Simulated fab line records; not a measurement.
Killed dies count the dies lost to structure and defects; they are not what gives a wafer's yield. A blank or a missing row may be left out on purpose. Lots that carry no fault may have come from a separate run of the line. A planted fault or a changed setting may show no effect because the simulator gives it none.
fab line records	flow nand_harc
[record] lots = 5	wafers = 15	last_day = 23
route steps=1159 shown P_ZERO_WELL@29 END@1159
lots with no fault: from the same line, run without faults
start_h: the number of hours between the record's first day and the start of the first shown wafer of the lot	wait_h: hours elapsed since this lot's preceding step	" identical to the entry in the row above	L1.1+2: one row covering several wafers at once	- value missing, or start not given	* or withheld: withheld	< > ~ a bound
route shown NAME@n: NAME is a module with steps in the file, n the number in the route of the first one	usual: the fault-free wafers' mean and standard deviation	same: alike in all rows	chamber/n: place in a boat	sites: each site's reading	_std_site: the standard deviation of these	_edge_site: mean of outer sites minus mean of inner sites	radius_mm: for every site, how far away it sits from the centre of the wafer	mask NAME#n: copy n	behind: tool/chamber where the wafer was last shaped	hold: why the lot went on hold/how many hours it stayed there/how the hold came to an end	device: whichever transistor did not switch (one of n, p or np)	end of line: the same wafers' tests at the end of the route	a step without rows: its recipe alone	killed: count of dies lost to structure and defects at first sort (not the wafer's yield)	map: a wafer's dies, marking killed ones x, the rest . and places with no die _
set.NAME: the setting the step ran with; set.NAME@STEP: the setting that earlier step ran with	model.NAME: the simulator's own value behind a step, which no gauge read
lots seen at some steps along the route; tables by step, rows by wafer
services: a tool's chamber out of use, with start hour (start_h, from the record's first day; less than 0 if before it), hours out, and reason
[[steps]]
[step NHARC_P_ZERO_WELL_CD_MEAS_24]
[recipe] target_cd_nm = 720	landing_energy_ev = 500
[usual] cd_nm = 720.6/1.7
lot.wafer	tool	chamber	start_h	wait_h	cd_nm
L786.1	cd_sem-03	0	20.64	-	722.2
L786.3	"	0	"	"	722.0
L786.5	"	0	"	"	720.6
L787.1	cd_sem-01	0	26.64	-	721.9
L787.2	"	0	"	"	717.2
L787.6	"	0	"	"	719.9
L792.1	cd_sem-03	0	56.48	-	719.2
L792.4	"	0	"	"	723.0
L792.6	"	0	"	"	723.7
L802.1	cd_sem-01	0	116.47	-	719.6
L802.2	"	0	"	"	721.9
L802.4	"	0	"	"	722.4
L804.1	cd_sem-01	0	128.58	-	716.4
L804.3	"	0	"	"	720.1
L804.5	"	0	"	"	718.3
[step NHARC_P_ZERO_WELL_HARDBAKE_25]
[recipe] temp_c = 125	time_s = 80
[step NHARC_P_ZERO_WELL_DESCUM_26]
[recipe] time_s = 3	o2_flow_sccm = 200	ar_flow_sccm = 0	bias_power_w = 0	chemistry = O2
[usual] drypump_motor_current_A = 5.8/0.32	oes_product_au = 1.001/0.0095	rf_vpp_V = 57.9/0.84	showerhead_plenum_p_Torr = 1.95/0.056	throttle_valve_pct = 11.312/0.01
lot.wafer	tool	chamber	start_h	wait_h	drypump_motor_current_A	oes_product_au	rf_hours_counter_h	rf_vpp_V	showerhead_plenum_p_Torr	throttle_valve_pct
L786.1	rie_diel-07	0	20.82	-	6.4	1.011	9	57.7	1.92	11.300
L786.3	"	1	"	"	5.4	0.991	9	60.4	2.03	11.319
L786.5	"	3	"	"	5.4	1.007	-	57.3	1.97	11.299
L787.1	rie_diel-02	0	26.81	-	5.8	1.014	2	57.3	1.98	11.330
L787.2	"	2	"	"	6.0	0.995	3	58.8	2.02	11.300
L787.6	"	3	"	"	5.9	1.007	-	56.4	1.84	11.308
L792.4	rie_diel-02	2	56.64	-	6.0	0.998	6	58.8	2.02	11.304
L792.1	"	0	"	"	5.8	1.002	5	58.2	1.98	11.331
L792.6	"	3	"	"	6.0	1.004	-	58.1	1.84	11.324
L802.2	rie_diel-07	3	116.64	-	5.4	0.992	3	57.5	1.97	11.321
L802.1	"	0	"	"	6.4	1.000	4	58.8	1.92	11.307
L802.4	"	1	"	"	5.4	0.995	3	58.9	2.02	11.318
L804.1	rie_diel-06	1	128.76	-	5.9	1.003	5	59.2	1.92	11.326
L804.3	"	3	"	"	5.9	1.015	5	57.2	1.86	11.308
L804.5	"	1	"	"	5.9	0.997	-	57.2	1.92	11.306
[step NHARC_P_ZERO_WELL_IMPLANT_27]
[recipe] energy_kev = 600	dose_cm2 = 1e+13	tilt_deg = 7
[step NHARC_P_ZERO_WELL_IMPLANT_57]
[recipe] energy_kev = 250	dose_cm2 = 4e+12	tilt_deg = 7
[step NHARC_P_ZERO_WELL_IMPLANT_58]
[recipe] energy_kev = 100	dose_cm2 = 2e+12	tilt_deg = 7
[step NHARC_P_ZERO_WELL_STRIP_28]
[recipe] time_s = 840	temp_c = 130	chemistry = SPM
[step NHARC_P_ZERO_WELL_DEHYDRATE_29]
[recipe] temp_c = 150	time_s = 120
[step NHARC_P_ZERO_WELL_HMDS_30]
[recipe] time_s = 30
[step NHARC_P_ZERO_WELL_COAT_31]
[recipe] spin_rpm = withheld
[step NHARC_P_ZERO_WELL_SOFTBAKE_32]
[recipe] temp_c = 122	time_s = 95
[step NHARC_P_ZERO_WELL_EBR_33]
[step NHARC_P_ZERO_WELL_EXPOSE_34]
[recipe] na = 0.6	target_cd_nm = 720	dose_mj = 22.31	mask_id = P_PWELL
[same] na = 0.6
lot.wafer	tool	chamber	start_h	wait_h	mask
L787.1+2+6	krf_scanner-04	0	28.23	-	P_PWELL#0
L786.1+3+5	krf_scanner-03	0	38.26	-	P_PWELL#0
L792.1+4+6	krf_scanner-03	0	57.83	-	P_HVPW#0
L802.1+2+4	krf_scanner-02	0	117.96	-	P_PWELL#0
L804.1+3+5	krf_scanner-02	0	129.96	-	P_PWELL#0
[step NHARC_P_ZERO_WELL_PEB_35]
[recipe] peb_temp_c = 118	peb_time_s = 85
[step NHARC_P_ZERO_WELL_DEVELOP_36]
[recipe] time_s = 70
[step NHARC_P_ZERO_WELL_CD_MEAS_37]
[recipe] target_cd_nm = 720	landing_energy_ev = 500
[usual] cd_nm = 719.2/1.8
lot.wafer	tool	chamber	start_h	wait_h	cd_nm
L787.1	cd_sem-01	0	28.38	-	719.7
L787.2	"	0	"	"	721.2
L787.6	"	0	"	"	720.6
L786.1	cd_sem-02	0	38.42	-	718.3
L786.3	"	0	"	"	719.0
L786.5	"	0	"	"	718.4
L792.1	cd_sem-01	0	57.99	-	-
L792.4	"	0	"	"	-
L792.6	"	0	"	"	-
L802.1	cd_sem-03	0	118.12	-	718.4
L802.2	"	0	"	"	720.3
L802.4	"	0	"	"	717.0
L804.1	cd_sem-03	0	130.12	-	716.7
L804.3	"	0	"	"	717.9
L804.5	"	0	"	"	719.8
[step NHARC_P_ZERO_WELL_HARDBAKE_38]
[recipe] temp_c = 125	time_s = 80
[step NHARC_END_SORT_01]
[recipe] temp_c = 25
[usual] killed_at_array = 29/9.4	killed_at_other = 0.7/1.3	killed_at_periphery = 2.9/2.1	killed_dies = 32/9	killed_open = 3.3/1.8	killed_short = 1.9/1.4
[same] gross_dies = 677
lot.wafer	tool	chamber	start_h	wait_h	killed_at_array	killed_at_other	killed_at_periphery	killed_dies	killed_open	killed_short
L792.1	prober-01	0	487.18	2.5	27	1	649	677	3	0
L792.4	prober-01	0	489.65	3.5	41	5	631	677	5	1
L792.6	prober-01	0	491.29	4.1	40	0	637	677	4	3
// killed by level:class
L792.1 P_ZERO_WELL:area_expose=648 A_SLIT:chamber_film_flake=10 A_CHANNEL_HOLE_D1:chamber_film_flake=7 A_STAIRCASE:chamber_film_flake=4 A_CONTACT:chamber_film_flake=3 A_WL_FILL:geometric_particle:open=1 A_CONTACT:geometric_particle:open=1 A_M0:geometric_particle:open=1
L792.4 P_ZERO_WELL:area_expose=629 A_CHANNEL_HOLE_D1:chamber_film_flake=14 A_SLIT:chamber_film_flake=11 A_STAIRCASE:chamber_film_flake=8 A_CONTACT:chamber_film_flake=4 THIN_TSV:chamber_film_flake=4 P_M0:geometric_particle:open=2 A_CHANNEL_FILL_D1:geometric_particle:open=1
L792.6 P_ZERO_WELL:area_expose=631 A_CHANNEL_HOLE_D1:chamber_film_flake=17 A_SLIT:chamber_film_flake=10 A_STAIRCASE:chamber_film_flake=4 A_CONTACT:geometric_particle:open=3 P_ZERO_WELL:chamber_film_flake=3 A_WL_FILL:chamber_film_flake=2 P_GATE:geometric_particle:open=1
// map L792.1 (x killed, . not)
____________x____________
_________xxxxxxx_________
_______xxxxxxxxxxx_______
______xxxxxxxxxxxxx______
_____xxxxxxxxxxxxxxx_____
____xxxxxxxxxxxxxxxxx____
____xxxxxxxxxxxxxxxxx____
___xxxxxxxxxxxxxxxxxxx___
___xxxxxxxxxxxxxxxxxxx___
__xxxxxxxxxxxxxxxxxxxxx__
__xxxxxxxxxxxxxxxxxxxxx__
_xxxxxxxxxxxxxxxxxxxxxxx_
_xxxxxxxxxxxxxxxxxxxxxxx_
_xxxxxxxxxxxxxxxxxxxxxxx_
_xxxxxxxxxxxxxxxxxxxxxxx_
_xxxxxxxxxxxxxxxxxxxxxxx_
xxxxxxxxxxxxxxxxxxxxxxxxx
xxxxxxxxxxxxxxxxxxxxxxxxx
xxxxxxxxxxxxxxxxxxxxxxxxx
xxxxxxxxxxxxxxxxxxxxxxxxx
xxxxxxxxxxxxxxxxxxxxxxxxx
_xxxxxxxxxxxxxxxxxxxxxxx_
_xxxxxxxxxxxxxxxxxxxxxxx_
_xxxxxxxxxxxxxxxxxxxxxxx_
_xxxxxxxxxxxxxxxxxxxxxxx_
_xxxxxxxxxxxxxxxxxxxxxxx_
__xxxxxxxxxxxxxxxxxxxxx__
__xxxxxxxxxxxxxxxxxxxxx__
___xxxxxxxxxxxxxxxxxxx___
___xxxxxxxxxxxxxxxxxxx___
____xxxxxxxxxxxxxxxxx____
____xxxxxxxxxxxxxxxxx____
_____xxxxxxxxxxxxxxx_____
______xxxxxxxxxxxxx______
_______xxxxxxxxxxx_______
_________xxxxxxx_________
____________x____________
// map L786.5 (x killed, . not)
____________.____________
_________......._________
_______..........._______
______.............______
_____..............._____
____.................____
____.................____
___...................___
___...................___
__.....................__
__.................x...__
_....x.......x.........._
_......................._
_..................x...._
_......................._
_........x..x..........._
.........x...............
...x....x............x...
.........................
.........................
...........x.x...........
_..............x........_
_...............x......._
_.................x.x.x._
_.................xx...._
_..............x.x.xx..._
__...............x.xx..__
__...............x.xx..__
___...............x.x.___
___.................x.___
____...x...........x.____
____.x...............____
_____..............._____
______..x..........______
_______..........._______
_________......._________
____________.____________
[[services]]
tool	chamber	start_h	hours	kind
rie_diel-07	2	-0.70	26.7	repair
rie_diel-06	-	-0.64	0.8	repair
rie_diel-07	0	5.70	-	clean
rie_diel-07	1	5.70	-	clean
rie_diel-07	3	5.70	-	clean
rie_diel-02	0	7.20	-	clean
rie_diel-02	1	7.20	-	clean
rie_diel-02	2	7.20	-	clean
rie_diel-02	3	7.20	-	clean
rie_diel-06	-	12.14	0.4	repair
krf_scanner-04	-	15.83	0.3	repair
rie_diel-02	0	17.96	6.9	repair
krf_scanner-02	-	38.00	4.0	pm
rie_diel-06	-	39.99	0.3	repair
rie_diel-02	3	43.72	3.7	repair
rie_diel-07	-	51.20	9.0	pm
krf_scanner-04	-	53.65	0.9	repair
rie_diel-06	-	64.20	9.0	pm
rie_diel-07	0	68.44	7.0	repair
rie_diel-06	0	89.64	9.4	repair
rie_diel-07	3	95.64	9.9	repair
krf_scanner-03	-	100.26	0.5	repair
krf_scanner-02	-	107.01	2.9	repair
krf_scanner-04	-	111.07	21.8	repair
[[key]]
[first_sign] step = NHARC_P_ZERO_WELL_EXPOSE_34	reading = mask	direction = changed
[effect] step = NHARC_P_ZERO_WELL_CD_MEAS_37	reading = cd_nm	direction = missing
[effect] step = NHARC_END_SORT_01	reading = killed_at_periphery	direction = up	sigmas = 99+	usual = 2.9	struck = 639
[more_kills_born_at] NHARC_P_ZERO_WELL_EXPOSE_34@krf_scanner-03 = 1908
met_at NHARC_P_ZERO_WELL_EXPOSE_34
struck_wafers L792.1,L792.4,L792.6
later_rows_left_out L792.1,L792.4,L792.6
tester_left_out L792
onset_between 38.26 57.83
[fault] kind = wrong_mask	tool = any	chamber = -	onset_h = 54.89	steps = NHARC_P_ZERO_WELL_EXPOSE_34	aux_copy = P_HVPW#0	scope = struck_lots_only
// tester_left_out: of these lots the tester's yield and bins aren't shown, on N5 and GAA mostly nor the transistor test; their killed dies are dies lost to structure and defects alone, not to doping, threshold or leakage, so they don't give the yield
// later_rows_left_out: the simulator's readings of these wafers behind a module that went badly wrong aren't trusted and aren't shown, but for the sort
